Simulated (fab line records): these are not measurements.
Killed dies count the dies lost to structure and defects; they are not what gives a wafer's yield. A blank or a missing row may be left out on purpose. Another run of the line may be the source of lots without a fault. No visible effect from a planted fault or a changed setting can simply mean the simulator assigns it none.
A struck lot beside a sound one + flow n5_finfet + 23 out of 1938 route steps
Sound: these wafers, L181.2, L181.3, L181.6. The struck wafers were L182.1, L182.4, L182.6. At the end, the cause is stated.
For every step that has rows: the tool of each side, followed by ch and its chambers, followed by its first start. Under that, the readings that differ: sound wafers + struck wafers + difference of the means + sigmas: that difference in standard deviations of wafers without a fault.
alike: same words and numbers on both sides, and readings whose means sit less than 2 such deviations apart. not compared: any withheld reading, any reading some wafer has no value for, any bound like >300 that may hide the same value, and any number with overlapping values for which the record gives no deviation.
A row with sigmas, a row that says differs or no value, or rows on one side alone: a step with any of these is where the two part. Numbers that have no deviation but don't overlap get no sigmas and don't part them. A reading that every wafer of one side lacks parts them only if that side has two wafers or more.

first, 9 steps without rows for these wafers: N5_BEOL_M1_DEVELOP_10 (develop time 30 s); N5_BEOL_M1_DESCUM_16 (chemistry O2, time 7 s); N5_BEOL_M1_ETCH_74 (etches underlayer in N2/H2, target depth 6.5 nm, time 5.2 s); N5_BEOL_M1_ETCH_63 (etches SiARC in CF4, target depth 15.6 nm, time 26 s); N5_BEOL_M1_ETCH_64 (etches SOC in N2/H2, target depth 75 nm, overetch 15 nm, time 112.5 s); N5_BEOL_M1_STRIP_65 (strips in N2/H2); N5_BEOL_M1_STRIP_75 (strips in N2/H2); N5_BEOL_M1_STRIP_66 (strips in CF4); N5_BEOL_M1_HM_OPEN_17 (chemistry Cl2/BCl3, target TiN, target depth 20 nm, overetch 6 nm).
N5_BEOL_M1_STRIP_19: strips in O2.
  sound on rie_diel-01 ch 0,1,3, day 10 01:07; struck on rie_diel-03 ch 0,1,3, day 10 00:56
  alike: drypump_motor_current_A, oes_product_au, rf_vpp_V, showerhead_plenum_p_Torr, throttle_valve_pct
  not compared: rf_hours_counter_h
then, 9 steps without rows for these wafers: N5_BEOL_M1_COAT_67 (time 60 s, resist thk 60 nm); N5_BEOL_M1_COAT_68 (time 60 s, resist thk 12 nm); N5_BEOL_M1_COAT_76 (time 60 s, resist thk 5 nm); N5_BEOL_M1_COAT_22 (resist thk 30 nm); N5_BEOL_M1_EBR_24; N5_BEOL_M1_SOFTBAKE_23 (time 60 s); N5_BEOL_M1_EXPOSE_25 (exposes mask V0, defocus 5 nm, target cd 24 nm); N5_BEOL_M1_PEB_26 (peb time 60 s); N5_BEOL_M1_DEVELOP_27 (develop time 30 s).
N5_BEOL_M1_INSPECT_30: inspects for defects (brightfield).
  sound on defect_inspect-01, day 10 01:39; struck on defect_inspect-02, day 10 01:32
| reading          | sound       | struck         | difference | sigmas |
|------------------|-------------|----------------|------------|--------|
| raw_defect_count | 358 305 493 | 1633 1517 1493 | +1162      | +15    |
then, 1 step without rows for these wafers: N5_BEOL_M1_DESCUM_33 (chemistry O2, time 7 s).
N5_BEOL_M4_RC_MEAS_101:
  sound on prober-01 ch 0, day 12 01:08; struck on prober-02 ch 0, day 11 17:53
| reading   | sound          | struck         | difference | sigmas |
|-----------|----------------|----------------|------------|--------|
| VT_P (mV) | -248 -245 -245 | -258 -252 -252 | -8         | -2     |
  alike: DIBL_N, DIBL_P, IOFF_N, IOFF_P, ION_N, ION_P, SS_N, SS_P, VT_N
-- here the record skips 5 days between the struck wafers' starts before and after, leaving off in module BEOL_M4 and picking up in module PASSIVATION (first step shown: number 1936 of the route) --
N5_PASSIVATION_PROBE_49:
  the record has rows for the struck wafers here (prober-01, day 16 13:25) and none for the sound ones

## WHERE THEY PART
First at N5_BEOL_M1_INSPECT_30; last, within this record, at N5_PASSIVATION_PROBE_49.

WHY: the cause the simulator had injected
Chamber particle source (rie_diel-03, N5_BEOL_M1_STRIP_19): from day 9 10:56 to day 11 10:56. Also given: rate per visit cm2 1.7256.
